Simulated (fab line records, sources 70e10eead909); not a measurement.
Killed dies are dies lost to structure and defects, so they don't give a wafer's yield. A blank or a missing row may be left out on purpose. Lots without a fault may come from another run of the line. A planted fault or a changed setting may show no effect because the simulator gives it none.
A struck lot beside a sound one | flow nand_harc | 16 steps out of a route of 1302
Sound: wafers L833.1, L833.3, L833.4. Struck: wafers L850.2, L850.3, L850.6. The cause comes at the end.
At each step with rows: each side's tool, then ch and its chambers, then its first start. Under that, the readings that differ: sound wafers | struck wafers | difference of the means | sigmas: that difference in standard deviations of wafers without a fault.
alike: readings whose means differ by less than 2 such deviations, and words and numbers that are the same on both sides. not compared: withheld readings, readings that some wafer has no value for, bounds like >300 that may hide the same value, and numbers for which the record gives no deviation and whose values overlap.
The two part at a step that has a row with sigmas, a row that says differs or no value, or rows on one side only. Numbers that don't overlap but have no deviation are shown without sigmas and don't part them. A reading that every wafer of one side lacks parts them only if that side has two wafers or more.

NHARC_A_ONON_D2_THK_MEAS_11: measures by ellipsometry.
  sound on film_metro-02, day 12 15:05; struck on film_metro-02, day 19 20:07
  alike: thk_nm
then, 1 step without rows for these wafers: NHARC_A_ONON_D2_DEP_12 (target thk 1000 nm).
NHARC_A_ONON_D2_THK_MEAS_14: measures by ellipsometry.
  sound on film_metro-02, day 12 15:39; struck on film_metro-01, day 19 20:41
  alike: thk_nm
then, 2 steps without rows for these wafers: NHARC_A_ONON_D2_ANNEAL_15 (time 3600 s); NHARC_A_ONON_D2_DEP_16 (target thk 1000 nm).
NHARC_A_ONON_D2_THK_MEAS_18: measures by ellipsometry.
  sound on film_metro-01, day 12 23:02; struck on film_metro-02, day 20 04:07
  alike: thk_nm
then, 1 step without rows for these wafers: NHARC_A_ONON_D2_DEP_19 (target thk 1000 nm).
NHARC_A_ONON_D2_THK_MEAS_21: measures by ellipsometry.
  sound on film_metro-02, day 12 23:35; struck on film_metro-01, day 20 04:41
  alike: thk_nm
then, 1 step without rows for these wafers: NHARC_A_ONON_D2_DEP_22 (target thk 1000 nm).
NHARC_A_ONON_D2_THK_MEAS_24: measures by ellipsometry.
  sound on film_metro-01, day 13 00:09; struck on film_metro-02, day 20 05:15
  alike: thk_nm
then, 1 step without rows for these wafers: NHARC_A_ONON_D2_DEP_25 (target thk 1000 nm).
NHARC_A_ONON_D2_THK_MEAS_27: measures by ellipsometry.
  sound on film_metro-01, day 13 00:43; struck on film_metro-01, day 20 05:49
  alike: thk_nm
NHARC_A_ONON_D2_DEP_28: target thk 1000 nm.
  sound on pecvd_onon-03 ch 0, day 13 00:46; struck on pecvd_onon-03 ch 0, day 20 05:56
  alike: nh3_flow_sccm
NHARC_A_ONON_D2_THK_MEAS_30: measures by ellipsometry.
  sound on film_metro-02, day 13 01:16; struck on film_metro-02, day 20 06:23
  reading     | sound          | struck         | difference | sigmas
  thk_nm (nm) | 1004 1004 1004 | 1592 1595 1593 | +589       | +69
NHARC_A_ONON_D2_DEP_33: deposits SiO2, target thk 200 nm.
  sound on pecvd-04 ch 1,2, day 13 01:23; struck on pecvd-03 ch 0,1,2, day 20 06:26
  alike: heater_power_w, mfc_precursor_sccm, throttle_valve_pct
  not compared: since_wet_clean_h
-- the record jumps here: 12 days lie between the struck wafers' starts before and after (it left off in module A_ONON_D2 and takes up again in module END, whose first step shown is number 1302 of the route) --
NHARC_END_SORT_01:
  the record has rows for the struck wafers here (prober-01 ch 0, day 31 20:38) and none for the sound ones

WHERE THEY PART
First at NHARC_A_ONON_D2_THK_MEAS_30; last, within this record, at NHARC_END_SORT_01.

WHY: what the simulator had put in
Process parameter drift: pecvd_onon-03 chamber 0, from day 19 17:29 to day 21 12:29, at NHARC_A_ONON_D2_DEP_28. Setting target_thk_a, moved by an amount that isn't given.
